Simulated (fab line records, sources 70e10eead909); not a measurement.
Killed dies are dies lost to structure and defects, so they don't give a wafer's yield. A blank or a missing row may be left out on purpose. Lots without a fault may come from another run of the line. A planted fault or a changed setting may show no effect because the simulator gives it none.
Which tool did it? | flow nand_harc | 23 lots, 69 wafers sampled, at 2 steps of a route of 1302

WHAT THE GAUGES READ, wafer by wafer
NHARC_A_ONON_D1_THK_MEAS_27: measures by ellipsometry.
lot  | measured     | on            | thk_nm (nm)
L074 | day 8 09:55  | film_metro-02 | 997 998 999
L075 | day 8 16:43  | film_metro-01 | 997 998 998
L076 | day 9 06:34  | film_metro-02 | 973 972 972
L077 | day 9 06:35  | film_metro-01 | 987 988 988
L079 | day 10 13:30 | film_metro-01 | 1013 1013 1013
L078 | day 10 13:30 | film_metro-02 | 988 990 989
L080 | day 11 09:40 | film_metro-01 | 999 998 1000
L081 | day 11 14:18 | film_metro-02 | 999 995 996
L082 | day 11 14:10 | film_metro-02 | 1021 1021 1020
L084 | day 12 09:35 | film_metro-02 | 996 996 998
L086 | day 12 23:35 | film_metro-02 | 999 998 998
L085 | day 13 04:44 | film_metro-02 | 989 990 988
L087 | day 13 23:19 | film_metro-02 | 998 997 997
L089 | day 14 07:44 | film_metro-02 | 1020 1022 1022
L088 | day 14 07:44 | film_metro-01 | 998 999 999
L090 | day 15 09:16 | film_metro-02 | 1014 1014 1015
L091 | day 15 09:13 | film_metro-01 | 994 995 996
L092 | day 16 01:51 | film_metro-01 | 1002 1001 1003
L093 | day 16 01:51 | film_metro-02 | 1022 1020 1019
L094 | day 16 20:34 | film_metro-01 | 1009 1011 1011
L095 | day 16 20:38 | film_metro-01 | 998 999 999
L096 | day 17 14:53 | film_metro-02 | 1018 1017 1016
L097 | day 18 02:40 | film_metro-01 | 990 991 992

WHICH TOOL RAN EACH LOT (tool, then ch and the chambers of the sampled wafers, then the start)
lot  | NHARC_P_M2_PRE_CLEAN_32
L074 | pecvd-04 ch 0,1,2, day 6 13:46
L075 | pecvd-03 ch 1,2, day 7 01:10
L076 | pecvd-02 ch 0,2, day 7 13:05
L077 | pecvd-03 ch 0,2, day 7 15:56
L079 | pecvd-02 ch 0,1,2, day 8 15:50
L078 | pecvd-02 ch 0,1,2, day 8 17:14
L080 | pecvd-04 ch 0,2, day 9 12:10
L081 | pecvd-02 ch 0,1,2, day 9 20:37
L082 | pecvd-04 ch 0,2, day 9 21:22
L084 | pecvd-04 ch 0,1, day 10 16:40
L086 | pecvd-03 ch 0,1,2, day 11 07:22
L085 | pecvd-03 ch 0,1, day 11 13:09
L087 | pecvd-03 ch 0,2, day 12 05:06
L089 | pecvd-03 ch 0,1,2, day 12 14:56
L088 | pecvd-02 ch 0,2, day 12 16:31
L090 | pecvd-03 ch 1,2, day 13 11:55
L091 | pecvd-04 ch 0,1, day 13 13:20
L092 | pecvd-02 ch 0,1, day 14 00:55
L093 | pecvd-04 ch 0,1,2, day 14 08:16
L094 | pecvd-03 ch 1,2, day 15 05:19
L095 | pecvd-04 ch 1,2, day 15 06:49
L096 | pecvd-04 ch 0,1,2, day 15 21:20
L097 | pecvd-02 ch 0,1, day 16 06:22
- NHARC_P_M2_PRE_CLEAN_32: time 12 s.

WHAT THE TOOLS THEMSELVES READ (means of the sampled wafers that have a number; where no wafer has one, the mark that the record gives instead)
NHARC_P_M2_PRE_CLEAN_32.
lot  | tool     | heater_power_outer_w (W) | heater_power_w (W)
L074 | pecvd-04 | 310                      | 548
L075 | pecvd-03 | 427                      | 700
L076 | pecvd-02 | 416                      | 682
L077 | pecvd-03 | 323                      | 552
L079 | pecvd-02 | 390                      | 656
L078 | pecvd-02 | 375                      | 643
L080 | pecvd-04 | 320                      | 535
L081 | pecvd-02 | 375                      | 654
L082 | pecvd-04 | 328                      | 571
L084 | pecvd-04 | 249                      | 464
L086 | pecvd-03 | 348                      | 589
L085 | pecvd-03 | 294                      | 528
L087 | pecvd-03 | 324                      | 560
L089 | pecvd-03 | 355                      | 609
L088 | pecvd-02 | 393                      | 676
L090 | pecvd-03 | 371                      | 626
L091 | pecvd-04 | 306                      | 538
L092 | pecvd-02 | 400                      | 686
L093 | pecvd-04 | 336                      | 583
L094 | pecvd-03 | 410                      | 666
L095 | pecvd-04 | 328                      | 582
L096 | pecvd-04 | 322                      | 560
L097 | pecvd-02 | 382                      | 666

THE ANSWER, worked out from the rows above alone
Rule: what is usual is taken from the lots themselves. Put in order of their means at a reading, lots are off if they are a third of the lots or fewer, leave a main group of 4 or more, and stand apart from it by a gap of 3 or more times the standard deviation of the main group's means; of several such gaps the widest counts. A main group whose means are all the same, to the digits that the tables above print for the reading, isn't used. A lot without any number at a reading at which 4 lots or more have one is off too. The other lots that the step has rows for count as sound. The gauges are gone through in route order, then the tools' own readings, and for those a lot's mean is taken as printed above. The first step at which some lot is off is used, and at that step the reading that is off furthest; a lot without a number counts as furthest.
No lot is off at any reading shown: from this, nothing can be told.

WHAT THE SIMULATOR HAD PUT IN
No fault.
